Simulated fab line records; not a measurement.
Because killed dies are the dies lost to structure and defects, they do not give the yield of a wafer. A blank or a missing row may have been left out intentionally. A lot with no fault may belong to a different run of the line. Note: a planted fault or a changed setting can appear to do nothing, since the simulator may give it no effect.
Which tool was responsible? + flow n5Finfet + 29 wafers from 10 lots sampled at 5 of the route's 1938 steps

== WHAT THE GAUGES SHOWED, per wafer ==
N5_BEOL_M0_SAQP_OVL_MEAS_41. Usual: for M0_CUT1_OVL the level is 0.2 nm and the standard deviation is 0.67.
| lot  | measured     | on         | M0_CUT1_OVL (nm) | flag |
|------|--------------|------------|------------------|------|
| L618 | day 5 23:23  | overlay-02 | 0.5 0.0 2.0      |      |
| L619 | day 6 04:08  | overlay-02 | 0.7 0.7 0.9      |      |
| L620 | day 6 07:02  | overlay-02 | 1.2 0.9 0.8      |      |
| L623 | day 6 21:20  | overlay-02 | 0.5 1.1 0.2      |      |
| L625 | day 7 11:17  | overlay-02 | -0.7 1.1 -0.1    |      |
| L629 | day 8 18:39  | overlay-01 | 0.5 -0.5         |      |
| L635 | day 10 01:53 | overlay-01 | 0.3 0.0 0.4      |      |
| L638 | day 10 18:52 | overlay-01 | -0.7 -0.3 -0.5   |      |
| L640 | day 11 02:58 | overlay-01 | -1.0 0.1 0.0     |      |
| L641 | day 11 12:07 | overlay-02 | -0.3 0.2 0.5     |      |

N5_BEOL_M4_RC_MEAS_101. Usual: DIBL_N 36.9 mV/V, standard deviation 1.7; DIBL_P 36.7 mV/V, standard deviation 2.1; IOFF_N 0.17 nA/um, standard deviation 0.032; IOFF_P 0.22 nA/um, standard deviation 0.036; ION_N 674 uA/um, standard deviation 12; ION_P 461 uA/um, standard deviation 7; SS_N 71.7 mV/dec, standard deviation 0.6; SS_P 73.4 mV/dec, standard deviation 0.67; VT_N 249 mV, standard deviation 3.1; VT_P -250 mV, standard deviation 3.2.
| lot  | measured     | on        | DIBL_N (mV/V)  | DIBL_P (mV/V)  | IOFF_N (nA/um) | IOFF_P (nA/um) | ION_N (uA/um) | ION_P (uA/um) | SS_N (mV/dec)  | SS_P (mV/dec)  | VT_N (mV)   | VT_P (mV)      | flag |
|------|--------------|-----------|----------------|----------------|----------------|----------------|---------------|---------------|----------------|----------------|-------------|----------------|------|
| L618 | day 8 01:31  | prober-01 | 35.5 36.4 35.7 | 35.5 36.6 34.9 | 0.14 0.15 0.14 | 0.18 0.20 0.18 | 657 674 666   | 448 464 456   | 71.7 71.3 70.9 | 72.8 73.2 73.1 | 253 254 250 | -254 -251 -251 |      |
| L619 | day 9 00:19  | prober-02 | 37.7 36.5 36.5 | 37.5 35.6 36.0 | 0.18 0.16 0.16 | 0.22 0.19 0.19 | 674 666 676   | 463 456 453   | 71.6 71.3 71.7 | 73.8 73.2 73.5 | 250 250 250 | -249 -252 -252 |      |
| L620 | day 8 18:03  | prober-02 | 35.1 37.2 37.5 | 33.9 36.8 35.1 | 0.13 0.17 0.17 | 0.15 0.19 0.16 | 653 682 677   | 449 455 451   | 70.7 71.6 71.5 | 73.5 73.1 73.5 | 251 251 248 | -257 -255 -256 |      |
| L623 | day 9 05:38  | prober-02 | 38.0 35.7 37.3 | 40.4 36.3 39.3 | 0.20 0.16 0.18 | 0.27 0.20 0.26 | 687 670 671   | 469 464 463   | 72.1 71.7 72.3 | 73.6 72.8 73.7 | 244 248 248 | -246 -251 -248 |      |
| L625 | day 9 08:10  | prober-01 | 36.3 35.7 37.0 | 36.9 35.5 37.6 | 0.17 0.14 0.17 | 0.23 0.21 0.25 | 685 662 676   | 471 460 467   | 71.0 71.5 71.1 | 73.6 73.7 72.9 | 245 250 248 | -246 -250 -246 |      |
| L629 | day 10 15:55 | prober-01 | 36.1 34.8      | 35.3 34.0      | 0.15 0.13      | 0.22 0.19      | 668 656       | 466 457       | 71.4 70.9      | 72.6 71.8      | 250 253     | -246 -252      |      |
| L635 | day 12 06:56 | prober-02 | 38.5 35.0 32.8 | 38.0 34.8 32.0 | 0.19 0.13 0.11 | 0.24 0.20 0.16 | 676 654 660   | 466 458 455   | 71.9 71.2 70.6 | 73.7 72.8 72.6 | 248 252 253 | -249 -252 -255 |      |
| L638 | day 13 01:27 | prober-01 | 35.4 37.0 35.2 | 37.3 37.7 37.1 | 0.16 0.17 0.15 | 0.21 0.22 0.21 | 681 682 682   | 464 465 461   | 71.1 70.8 71.0 | 73.6 73.7 73.0 | 248 248 250 | -250 -249 -249 |      |
| L640 | day 13 07:12 | prober-02 | 37.5 38.9 35.0 | 38.7 40.3 35.1 | 0.20 0.23 0.14 | 0.28 0.30 0.22 | 681 696 660   | 473 471 468   | 72.4 72.0 71.2 | 74.4 74.2 73.2 | 244 245 251 | -247 -243 -249 |      |
| L641 | day 14 00:20 | prober-01 | 39.1 37.7 39.5 | 38.5 37.1 39.5 | 0.18 0.16 0.19 | 0.23 0.22 0.26 | 663 659 681   | 460 458 467   | 71.9 72.1 72.8 | 74.1 73.7 73.8 | 251 252 251 | -249 -248 -247 |      |

== EACH LOT AND THE TOOL THAT RAN IT (in order: tool; ch and the chambers of the sampled wafers; start) ==
| lot  | N5_BEOL_M0_SAQP_SPACER2_ALD_26   | N5_BEOL_M0_SAQP_ALD_48           | N5_BEOL_M0_SAQP_ETCH_49           |
|------|----------------------------------|----------------------------------|-----------------------------------|
| L618 | aldSin-04 ch 0,1,3, day 5 22:08  | aldSin-04 ch 0,1,3, day 5 23:46  | rieDiel-01 ch 0,2,3, day 6 00:19  |
| L619 | aldSin-03 ch 0,2,3, day 6 02:54  | aldSin-01 ch 1,3, day 6 04:31    | rieDiel-03 ch 0,1, day 6 05:03    |
| L620 | aldSin-01 ch 2,3, day 6 05:56    | aldSin-01 ch 0,1, day 6 07:24    | rieDiel-01 ch 1,2,3, day 6 07:56  |
| L623 | aldSin-01 ch 1,2,3, day 6 20:12  | aldSin-03 ch 0,1,2, day 6 21:41  | rieDiel-03 ch 0,2,3, day 6 22:13  |
| L625 | aldSin-04 ch 0,1,3, day 7 10:02  | aldSin-01 ch 2,3, day 7 12:23    | rieDiel-01 ch 0,1,3, day 7 12:55  |
| L629 | aldSin-01 ch 0,1, day 8 17:34    | aldSin-03 ch 0,1, day 8 19:22    | rieDiel-06 ch 1,2, day 8 19:53    |
| L635 | aldSin-01 ch 1,2,3, day 10 00:43 | aldSin-04 ch 0,1,2, day 10 02:16 | rieDiel-01 ch 0,1,3, day 10 02:47 |
| L638 | aldSin-01 ch 1,2, day 10 17:44   | aldSin-04 ch 2,3, day 10 19:23   | rieDiel-06 ch 1,2,3, day 10 20:03 |
| L640 | aldSin-04 ch 0,2,3, day 11 01:46 | aldSin-03 ch 0,2,3, day 11 03:21 | rieDiel-01 ch 0,2,3, day 11 03:55 |
| L641 | aldSin-01 ch 0,2,3, day 11 11:17 | aldSin-04 ch 0,1,3, day 11 12:29 | rieDiel-01 ch 0,1, day 11 13:02   |
- N5_BEOL_M0_SAQP_SPACER2_ALD_26: deposits SiO2, target thk 15 nm, pulse time 1 s, purge time 2 s.
- N5_BEOL_M0_SAQP_ALD_48: deposits SiO2, target thk 20 nm, pulse time 1 s, co reactant pulse time 1 s.
- N5_BEOL_M0_SAQP_ETCH_49: etches SiO2 in CF4/O2, target depth 37 nm.

== WHAT THE TOOLS THEMSELVES READ (means of the sampled wafers that have a number; where no wafer has one, the mark that the record gives instead) ==
N5_BEOL_M0_SAQP_SPACER2_ALD_26. Usual: heaterPowerW 492 W, standard deviation 57; precursorPulseHeightRel 0.999, standard deviation 0.02.
| lot  | tool      | heaterPowerW (W) | precursorPulseHeightRel | flag |
|------|-----------|------------------|-------------------------|------|
| L618 | aldSin-04 | 468              | 0.982                   |      |
| L619 | aldSin-03 | 502              | 1.006                   |      |
| L620 | aldSin-01 | 563              | 1.002                   |      |
| L623 | aldSin-01 | 525              | 0.988                   |      |
| L625 | aldSin-04 | 468              | 1.016                   |      |
| L629 | aldSin-01 | 448              | 1.002                   |      |
| L635 | aldSin-01 | 525              | 1.002                   |      |
| L638 | aldSin-01 | 553              | 1.004                   |      |
| L640 | aldSin-04 | 437              | 1.011                   |      |
| L641 | aldSin-01 | 492              | 0.991                   |      |

N5_BEOL_M0_SAQP_ALD_48. Usual: heaterPowerW 81 W, standard deviation 7; precursorPulseHeightRel 0.998, standard deviation 0.021.
| lot  | tool      | heaterPowerW (W) | precursorPulseHeightRel | flag |
|------|-----------|------------------|-------------------------|------|
| L618 | aldSin-04 | 76               | 0.978                   |      |
| L619 | aldSin-01 | 80               | 0.983                   |      |
| L620 | aldSin-01 | 72               | 0.997                   |      |
| L623 | aldSin-03 | 84               | 1.005                   |      |
| L625 | aldSin-01 | 87               | 0.997                   |      |
| L629 | aldSin-03 | 85               | 0.991                   |      |
| L635 | aldSin-04 | 73               | 1.011                   |      |
| L638 | aldSin-04 | 71               | 1.007                   |      |
| L640 | aldSin-03 | 85               | 0.988                   |      |
| L641 | aldSin-04 | 75               | 0.987                   |      |

N5_BEOL_M0_SAQP_ETCH_49. Usual: drypumpMotorCurrentA 5.7 A, standard deviation 0.38; oes_ar_750_au 0.77 a.u., standard deviation 0.067; oesProductAu 0.78 a.u., standard deviation 0.08; rfVppV 240 V, standard deviation 4.5; showerheadPlenumPTorr 2.21 Torr, standard deviation 0.078; throttleValvePct 15.80 %, standard deviation 0.26.
| lot  | tool       | drypumpMotorCurrentA (A) | oes_ar_750_au (a.u.) | oesProductAu (a.u.) | rfVppV (V) | showerheadPlenumPTorr (Torr) | throttleValvePct (%) | flag |
|------|------------|--------------------------|----------------------|---------------------|------------|------------------------------|----------------------|------|
| L618 | rieDiel-01 | 5.8                      | 0.78                 | 0.79                | 240        | 2.18                         | 15.81                |      |
| L619 | rieDiel-03 | 5.7                      | 0.81                 | 0.83                | 240        | 2.33                         | 15.44                |      |
| L620 | rieDiel-01 | 6.0                      | 0.78                 | 0.78                | 243        | 2.16                         | 15.78                |      |
| L623 | rieDiel-03 | 5.4                      | 0.76                 | 0.77                | 240        | 2.24                         | 15.73                |      |
| L625 | rieDiel-01 | 5.7                      | 0.78                 | 0.79                | 241        | 2.21                         | 15.76                |      |
| L629 | rieDiel-06 | 5.6                      | 0.79                 | 0.79                | 240        | 2.21                         | 15.78                |      |
| L635 | rieDiel-01 | 5.7                      | 0.76                 | 0.77                | 241        | 2.21                         | 15.78                |      |
| L638 | rieDiel-06 | 5.5                      | 0.79                 | 0.79                | 242        | 2.25                         | 15.86                |      |
| L640 | rieDiel-01 | 5.9                      | 0.75                 | 0.76                | 241        | 2.17                         | 15.89                |      |
| L641 | rieDiel-01 | 5.4                      | 0.71                 | 0.70                | 236        | 2.24                         | 15.90                |      |

== THE ANSWER, worked out from the rows above alone ==
Rule: a lot counts as off when the mean over its wafers that have a number is more than 3 standard deviations away from the usual mean. A lot without any number at a reading at which 4 lots or more have one is off too. Any other lot the step has rows for is counted as sound. First the gauges in route order, then the tools' own readings, where a lot's mean is used as printed above. The first step at which some lot is off is used, and at that step the reading that is off furthest; a lot without a number counts as furthest.
No lot is off on any of the readings shown, so nothing can be concluded from this.

== WHAT WAS PUT IN BY THE SIMULATOR ==
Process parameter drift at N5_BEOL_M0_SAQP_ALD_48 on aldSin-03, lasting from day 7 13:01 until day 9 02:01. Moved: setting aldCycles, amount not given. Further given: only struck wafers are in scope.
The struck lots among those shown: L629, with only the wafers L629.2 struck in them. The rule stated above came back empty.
